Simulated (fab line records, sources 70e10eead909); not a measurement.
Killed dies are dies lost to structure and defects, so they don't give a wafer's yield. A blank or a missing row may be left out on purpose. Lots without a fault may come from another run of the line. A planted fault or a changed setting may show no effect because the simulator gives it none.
Which tool did it? | flow nand_harc | 15 lots, 45 wafers sampled, at 4 steps of a route of 1159

WHAT THE GAUGES READ, wafer by wafer
The record holds no reading of a measuring or inspecting step that can be judged against a usual standard deviation.

WHICH TOOL RAN EACH LOT (tool, then ch and the chambers of the sampled wafers, then the start)
lot  | NHARC_A_CONTACT_DEP_29          | NHARC_A_CONTACT_EXPOSE_39          | NHARC_A_CONTACT_ETCH_48            | NHARC_A_CONTACT_ETCH_51
L952 | pecvd-01 ch 0,1,2, day 16 04:58 | arfi_scanner-02 ch 0, day 16 05:28 | rie_diel-11 ch 2,3, day 16 05:52   | rie_diel-11 ch 0,1,3, no start
L951 | pecvd-02 ch 0,2, day 16 21:26   | arfi_scanner-01 ch 0, day 16 21:59 | rie_diel-11 ch 0,2,3, day 16 22:24 | rie_diel-11 ch 0,3, no start
L953 | pecvd-04 ch 1,2, day 17 11:36   | arfi_scanner-03 ch 0, day 17 12:11 | rie_diel-13 ch 0,1,2, day 17 12:36 | rie_diel-13 ch 0,1,2, no start
L955 | pecvd-04 ch 0,1,2, day 17 16:02 | arfi_scanner-01 ch 0, day 17 16:33 | rie_diel-13 ch 0,3, day 17 16:57   | rie_diel-13 ch 0,1,3, no start
L956 | pecvd-04 ch 0,1,2, day 17 17:04 | arfi_scanner-02 ch 0, day 17 17:34 | rie_diel-11 ch 1,2, day 17 18:01   | rie_diel-11 ch 1,2, no start
L958 | pecvd-04 ch 0,1, day 18 02:56   | arfi_scanner-03 ch 0, day 18 03:31 | rie_diel-13 ch 0,2,3, day 18 03:57 | rie_diel-13 ch 0,2,3, no start
L959 | pecvd-02 ch 0,1,2, day 18 18:52 | arfi_scanner-03 ch 0, day 18 19:27 | rie_diel-11 ch 1,2,3, day 18 19:55 | rie_diel-11 ch 0,2,3, no start
L961 | pecvd-02 ch 0,2, day 19 12:07   | arfi_scanner-03 ch 0, day 19 12:44 | rie_diel-13 ch 0,1,3, day 19 13:10 | rie_diel-13 ch 0,1,3, no start
L965 | pecvd-02 ch 0,1,2, day 19 22:40 | arfi_scanner-03, day 19 23:06      | rie_diel-11 ch 0,1,3, day 19 23:31 | rie_diel-11 ch 0,1, no start
L964 | pecvd-02 ch 0,1, day 20 08:20   | arfi_scanner-03, day 20 08:47      | rie_diel-13 ch 0,3, day 20 09:12   | rie_diel-13 ch 0,2,3, no start
L968 | pecvd-02 ch 1,2, day 20 10:49   | arfi_scanner-02, day 20 11:24      | rie_diel-13 ch 0,1,2, day 20 11:49 | rie_diel-13 ch 2,3, no start
L970 | pecvd-02 ch 0,2, day 21 02:01   | arfi_scanner-02 ch 0, day 21 02:32 | rie_diel-13 ch 0,1,2, day 21 02:58 | rie_diel-13 ch 0,1,2, no start
L971 | pecvd-01 ch 1,2, day 21 09:10   | arfi_scanner-03 ch 0, day 21 09:42 | rie_diel-09 ch 0,2,3, day 21 10:07 | rie_diel-09 ch 0,1,3, no start
L972 | pecvd-04 ch 0,1, day 21 13:00   | arfi_scanner-02 ch 0, day 21 13:35 | rie_diel-11 ch 1,2,3, day 21 14:00 | rie_diel-11 ch 0,1,2, no start
L973 | pecvd-01 ch 0,1,2, day 21 17:30 | arfi_scanner-03 ch 0, day 21 18:05 | rie_diel-11 ch 0,1,3, day 21 18:31 | rie_diel-11 ch 0,2,3, no start
- NHARC_A_CONTACT_DEP_29: deposits SiON, target thk 70 nm.
- NHARC_A_CONTACT_EXPOSE_39: exposes mask A CC 3.
- NHARC_A_CONTACT_ETCH_48: etches the open film in CF4, target depth 39 nm, time 65 s.
- NHARC_A_CONTACT_ETCH_51: etches the open film in O2/COS, target depth 3600 nm, time 936 s.

WHAT THE TOOLS THEMSELVES READ (means of the sampled wafers that have a number; where no wafer has one, the mark that the record gives instead)
NHARC_A_CONTACT_DEP_29.
lot  | tool     | heater_power_w (W)
L952 | pecvd-01 | 805
L951 | pecvd-02 | 658
L953 | pecvd-04 | 644
L955 | pecvd-04 | 740
L956 | pecvd-04 | 741
L958 | pecvd-04 | 708
L959 | pecvd-02 | 723
L961 | pecvd-02 | 683
L965 | pecvd-02 | 702
L964 | pecvd-02 | 680
L968 | pecvd-02 | 604
L970 | pecvd-02 | 763
L971 | pecvd-01 | 767
L972 | pecvd-04 | 721
L973 | pecvd-01 | 818

NHARC_A_CONTACT_EXPOSE_39.
lot  | tool            | exposure_dose_mJ_cm2 | focus_offset_nm (nm)
L952 | arfi_scanner-02 | 58.83                | -0.3
L951 | arfi_scanner-01 | 58.76                | -0.2
L953 | arfi_scanner-03 | 58.84                | 0.1
L955 | arfi_scanner-01 | 58.86                | -0.4
L956 | arfi_scanner-02 | 58.84                | -0.4
L958 | arfi_scanner-03 | 58.73                | -0.0
L959 | arfi_scanner-03 | 58.79                | 0.4
L961 | arfi_scanner-03 | 58.79                | -0.4
L965 | arfi_scanner-03 | -                    | -
L964 | arfi_scanner-03 | -                    | -
L968 | arfi_scanner-02 | -                    | -
L970 | arfi_scanner-02 | 58.73                | -0.4
L971 | arfi_scanner-03 | 58.83                | -0.0
L972 | arfi_scanner-02 | 58.79                | 0.9
L973 | arfi_scanner-03 | 58.82                | -0.1

NHARC_A_CONTACT_ETCH_48.
lot  | tool        | drypump_motor_current_A (A) | oes_product_au (a.u.) | rf_vpp_V (V) | showerhead_plenum_p_Torr (Torr) | throttle_valve_pct (%)
L952 | rie_diel-11 | 5.3                         | 0.997                 | 151.7        | 1.76                            | 13.284
L951 | rie_diel-11 | 5.7                         | 0.993                 | 151.3        | 1.77                            | 13.269
L953 | rie_diel-13 | 6.0                         | 1.010                 | 152.2        | 1.78                            | 13.293
L955 | rie_diel-13 | 5.2                         | 1.000                 | 150.2        | 1.74                            | 13.286
L956 | rie_diel-11 | 5.6                         | 1.003                 | 150.8        | 1.72                            | 13.280
L958 | rie_diel-13 | 5.6                         | 0.999                 | 151.8        | 1.77                            | 13.283
L959 | rie_diel-11 | 5.4                         | 0.993                 | 150.7        | 1.74                            | 13.280
L961 | rie_diel-13 | 5.6                         | 0.990                 | 150.5        | 1.75                            | 13.282
L965 | rie_diel-11 | 5.4                         | 1.000                 | 150.9        | 1.72                            | 13.280
L964 | rie_diel-13 | 5.3                         | 0.989                 | 150.8        | 1.74                            | 13.287
L968 | rie_diel-13 | 6.0                         | 0.994                 | 151.0        | 1.78                            | 13.280
L970 | rie_diel-13 | 5.9                         | 0.999                 | 151.2        | 1.78                            | 13.282
L971 | rie_diel-09 | 5.5                         | 0.991                 | 150.9        | 1.76                            | 13.288
L972 | rie_diel-11 | 5.4                         | 0.996                 | 150.1        | 1.73                            | 13.297
L973 | rie_diel-11 | 5.4                         | 1.002                 | 150.2        | 1.71                            | 13.292

NHARC_A_CONTACT_ETCH_51.
lot  | tool        | drypump_motor_current_A (A) | oes_product_au (a.u.) | rf_vpp_V (V) | showerhead_plenum_p_Torr (Torr) | throttle_valve_pct (%)
L952 | rie_diel-11 | 5.4                         | 0.998                 | 311.9        | 3.04                            | 28.342
L951 | rie_diel-11 | 5.7                         | 1.004                 | 313.5        | 3.09                            | 28.337
L953 | rie_diel-13 | 5.9                         | 1.001                 | 314.1        | 3.14                            | 28.328
L955 | rie_diel-13 | 5.6                         | 1.002                 | 314.0        | 3.09                            | 28.335
L956 | rie_diel-11 | 5.5                         | 0.998                 | 311.8        | 3.03                            | 28.321
L958 | rie_diel-13 | 5.6                         | 0.994                 | 314.2        | 3.13                            | 28.328
L959 | rie_diel-11 | 5.7                         | 0.995                 | 314.5        | 3.12                            | 28.331
L961 | rie_diel-13 | 5.6                         | 0.989                 | 313.6        | 3.09                            | 28.333
L965 | rie_diel-11 | 5.8                         | 1.005                 | 314.1        | 3.04                            | 28.329
L964 | rie_diel-13 | 5.6                         | 0.985                 | 313.8        | 3.12                            | 28.329
L968 | rie_diel-13 | 5.8                         | 0.995                 | 314.2        | 3.14                            | 28.325
L970 | rie_diel-13 | 6.0                         | 0.999                 | 314.2        | 3.13                            | 28.326
L971 | rie_diel-09 | 6.0                         | 0.989                 | 314.8        | 3.15                            | 28.334
L972 | rie_diel-11 | 5.8                         | 1.003                 | 313.5        | 3.07                            | 28.326
L973 | rie_diel-11 | 5.7                         | 0.996                 | 313.9        | 3.10                            | 28.329

THE ANSWER, worked out from the rows above alone
Rule: what is usual is taken from the lots themselves. Put in order of their means at a reading, lots are off if they are a third of the lots or fewer, leave a main group of 4 or more, and stand apart from it by a gap of 3 or more times the standard deviation of the main group's means; of several such gaps the widest counts. A main group whose means are all the same, to the digits that the tables above print for the reading, isn't used. A lot without any number at a reading at which 4 lots or more have one is off too. The other lots that the step has rows for count as sound. The gauges are gone through in route order, then the tools' own readings, and for those a lot's mean is taken as printed above. The first step at which some lot is off is used, and at that step the reading that is off furthest; a lot without a number counts as furthest.
Off: L965, L964, L968, at NHARC_A_CONTACT_EXPOSE_39 (exposure_dose_mJ_cm2). Without a number there: L965, L964, L968. The main group: mean 58.80, standard deviation 0.042.
A tool fits if, at that step or a process step before it, it ran every lot that is off, and no sound lot after the first of them. None of those tried fits.

WHAT THE SIMULATOR HAD PUT IN
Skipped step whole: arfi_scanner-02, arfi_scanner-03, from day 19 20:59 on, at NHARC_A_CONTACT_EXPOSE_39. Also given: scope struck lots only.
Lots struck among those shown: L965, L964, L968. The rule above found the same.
